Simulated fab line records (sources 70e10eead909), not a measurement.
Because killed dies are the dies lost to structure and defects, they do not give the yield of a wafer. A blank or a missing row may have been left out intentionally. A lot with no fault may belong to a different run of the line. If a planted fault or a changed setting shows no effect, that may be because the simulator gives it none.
Problem report in the 8D (eight disciplines) form, filled by code / flow nand harc / the parts of the form that need people (team, actions taken, sign-off) are left out

1. THE ISSUE
killed at array at NHARC_END_SORT_01 reads a mean of 673 on 1 wafer of 1 lot; wafers without a fault read 57 with a standard deviation of 18. That is +34 standard deviations from the usual mean.
The first sign was on wafer L319.5 at day 28 10:05, on prober-02. The record holds 3 wafers of 1 lot with a number at this step. The rule behind "out" and "out of limits": a value lying over 4 standard deviations away from the usual mean. The rest of the wafers with a number are treated as sound.

2. WHAT THIS IS AND IS NOT
question=which readings at this step | is=killed at array, killed dies | is not=killed at other, killed at periphery, killed open, killed short
question=which lots | is=L319 | is not=-
question=which wafers of those lots | is=L319.5 | is not=L319.2, L319.6
question=read on which gauges | is=prober-02 | is not=-
question=when | is=from day 28 10:05 | is not=up to then (1 sound wafer); but 1 sound wafer of L319 came after

3. SUSPECTS, AND WHAT RULES EACH OUT
Counting: a tool at a process step up to the reading stays a suspect if it ran every lot that is out. Sound lots after the first of them don't rule it out here, since some wafers of a struck lot are sound.
- the gauge at NHARC_END_SORT_01: ruled out. All the wafers that are out were read on prober-02, but those of them that NHARC_A_STAIRCASE_ETCH_169 has rows for are out there too, on other tools.
- ald sin batch-02 at NHARC_A_CHANNEL_FILL_D2_ALD_15 (deposits SiNx, target thk 2 nm, pulse time 60 s, ald cycles 19): kept. It ran the lot that is out, L319 (day 17 17:29). NHARC_A_CHANNEL_FILL_D2_ALD_15 gives no start for some lots, so the hours and the order of its lots are those of NHARC_A_CHANNEL_FILL_D2_STRIP_28.
- rie diel-04 at NHARC_A_CHANNEL_FILL_D2_STRIP_28 (strips in O2, time 20 s): kept. It ran the lot that is out, L319 (day 17 17:29).
- rie diel-09 at NHARC_A_STAIRCASE_ETCH_169 (etches the open film in CH3F/O2, target depth 50 nm, time 107.1 s): kept. It ran the lot that is out, L319 (day 18 23:19). Its own run length s readings are out on those wafers.
- rie diel-09 at NHARC_A_STAIRCASE_ETCH_170 (etches the open film in C4F6/O2, target depth 200 nm, time 66.667 s): kept. It ran the lot that is out, L319 (day 28 07:41). NHARC_A_STAIRCASE_ETCH_170 gives no start for some lots, so the hours and the order of its lots are those of NHARC_END_SORT_01.
- Within rie diel-09 at NHARC_A_STAIRCASE_ETCH_169: the wafers that are out ran in chamber 0; their sound lot-mates ran in chambers 1, 3.
- The sound lot-mates ran in chamber 2 of rie diel-09 at NHARC_A_STAIRCASE_ETCH_170, but the wafers that are out ran in chamber 1.
Left after counting: ald sin batch-02 at NHARC_A_CHANNEL_FILL_D2_ALD_15, rie diel-04 at NHARC_A_CHANNEL_FILL_D2_STRIP_28, rie diel-09 at NHARC_A_STAIRCASE_ETCH_169, rie diel-09 at NHARC_A_STAIRCASE_ETCH_170.

4. THE CAUSE (what the simulator had put in)
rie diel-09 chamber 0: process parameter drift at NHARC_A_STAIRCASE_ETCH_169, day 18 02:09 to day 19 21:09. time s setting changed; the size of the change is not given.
4 suspects survive the count, and this tool is in that group.

5. SEQUENCE OF EFFECTS, ordered by route
Each row: a reading where the mean over the struck wafers with a number is more than 3 standard deviations away from the usual. Readings are gone through only where the record gives a usual standard deviation; hours: the median, over the lots, of the time from a lot's start at the first step in this table giving one to that lot's start at this step; sigmas: the change measured in usual standard deviations.
hours=0; step=NHARC_A_STAIRCASE_ETCH_169; reading=run length s; usual=128.4 s; on struck wafers=58.6; change=-69.8; sigmas=-99 or more
hours=0; step=NHARC_A_STAIRCASE_ETCH_169; reading=throttle valve pct; usual=20.663 %; on struck wafers=20.698; change=+0.035; sigmas=+3.5
hours=227; step=NHARC_END_SORT_01; reading=killed at array; usual=57; on struck wafers=673; change=+616; sigmas=+34
hours=227; step=NHARC_END_SORT_01; reading=killed dies; usual=62; on struck wafers=677; change=+615; sigmas=+34
Its process steps:
- NHARC_A_STAIRCASE_ETCH_169: etches the open film in CH3F/O2, target depth 50 nm, time 107.1 s.

6. WHAT WOULD HAVE CAUGHT IT SOONER
Counted from the fault's start at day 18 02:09, it took 248 hours until the first out-of-limits reading at a measuring or inspecting step in this record, taken at day 28 10:05.
The tool's own readings at NHARC_A_STAIRCASE_ETCH_169 were out on every struck wafer that the step has a row for (run length s): an alarm limit on them would have fired on the first of those.
By day 28 10:05 the whole set of lots that are out, 1 in number, had already begun NHARC_A_STAIRCASE_ETCH_169 on rie diel-09. A hold on the tool at that time would have spared none of them.
